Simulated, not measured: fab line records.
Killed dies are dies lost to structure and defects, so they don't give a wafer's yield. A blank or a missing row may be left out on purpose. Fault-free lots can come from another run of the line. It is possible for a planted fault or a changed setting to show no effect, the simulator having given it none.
Matching of chambers | flow n5_finfet | uv_cure-03 running N5_BEOL_M5_CURE_80: 3 sister chambers
The step cures SiCOH lowk, time 120 s. 6 wafers are shown with their chamber, then 9 later ones without.

## WAFERS, EACH WITH ITS CHAMBER
wafer  | chamber | wafer_temp_C_max | lamp_power_pct (%)
L076.5 | 1       | 370.7            | 52.29
L076.6 | 1       | 370.9            | 52.39
L079.3 | 2       | 370.8            | 52.29
L079.6 | 2       | 371.0            | 52.35
L082.4 | 0       | 372.3            | 52.39
L082.5 | 0       | 372.8            | 52.22

## WAFERS WITHOUT THEIR CHAMBER
wafer  | wafer_temp_C_max | lamp_power_pct (%)
L085.1 | 371.1            | 52.25
L085.3 | 371.3            | 52.33
L085.6 | 371.3            | 52.36
L095.1 | 371.0            | 52.25
L095.4 | 370.9            | 52.35
L095.6 | 371.1            | 52.29
L097.1 | 372.5            | 52.30
L097.3 | 372.6            | 52.27
L097.6 | 372.7            | 52.37

## EACH ONE'S CHAMBER
wafer  | from the rows above     | in truth
L085.1 | can't be placed: 2 or 1 | 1
L085.3 | can't be placed: 2 or 1 | 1
L085.6 | can't be placed: 2 or 1 | 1
L095.1 | can't be placed: 2 or 1 | 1
L095.4 | can't be placed: 2 or 1 | 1
L095.6 | can't be placed: 2 or 1 | 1
L097.1 | 0                       | 0
L097.3 | 0                       | 0
L097.6 | 0                       | 0
3 of 9 placed correctly. From these rows, 6 cannot be placed; in 6 the true chamber is one of the candidates. Wrongly placed: 0.
How it was worked out, from the rows above alone: a wafer's distance from a chamber is the root of the sum, over the readings, of the square of ((its reading less the chamber's mean) divided by the reading's scatter). If the next closest chamber is less than 2 further off than the closest, the wafer can't be placed; otherwise it belongs to the closest. Each chamber's mean is taken over the wafers shown for it. The scatter is the square root of a quotient: the sum, over the shown wafers, of each reading's squared deviation from its chamber's mean, divided by wafers minus chambers.
